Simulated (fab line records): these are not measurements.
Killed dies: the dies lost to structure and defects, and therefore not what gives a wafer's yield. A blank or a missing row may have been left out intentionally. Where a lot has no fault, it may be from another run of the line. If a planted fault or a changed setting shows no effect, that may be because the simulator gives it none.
Chamber matching ; flow nand-harc ; NHARC_A_STAIRCASE_TRIM_229 on rie-diel-01: 4 sister chambers
The step chemistry O2, time 211.2 s. 4 wafers are shown with their chamber, then 9 later ones without.

== WAFERS, EACH WITH ITS CHAMBER ==
wafer;chamber;showerhead-plenum-p-Torr (Torr)
L077.2;0;3.78
L090.2;1;3.53
L090.3;3;3.60
L090.6;2;3.48

== WAFERS MISSING THEIR CHAMBER ==
wafer;showerhead-plenum-p-Torr (Torr)
L092.2;3.48
L092.4;3.77
L092.5;3.53
L095.1;3.77
L095.4;3.48
L095.6;3.53
L097.1;3.47
L097.4;3.59
L097.6;3.47

== WHICH CHAMBER EACH WENT THROUGH ==
wafer;from the rows above;in truth
L092.2;2;2
L092.4;0;0
L092.5;1;1
L095.1;0;0
L095.4;2;2
L095.6;1;1
L097.1;2;2
L097.4;3;3
L097.6;2;2
Correctly placed: 9 of 9. From these rows, 0 cannot be placed. Number placed wrongly: 0.
How it was worked out, from the rows above alone: a wafer's distance from a chamber is the root of the sum, over the readings, of the square of ((its reading less the chamber's mean) divided by the reading's scatter). If the next closest chamber is less than 2 further off than the closest, the wafer can't be placed; otherwise it belongs to the closest. For every chamber, the mean is computed from those of its wafers that are shown. The scatter: with one shown wafer a chamber, the root of the mean of the squares of how far each hidden wafer lies from its nearest shown one.
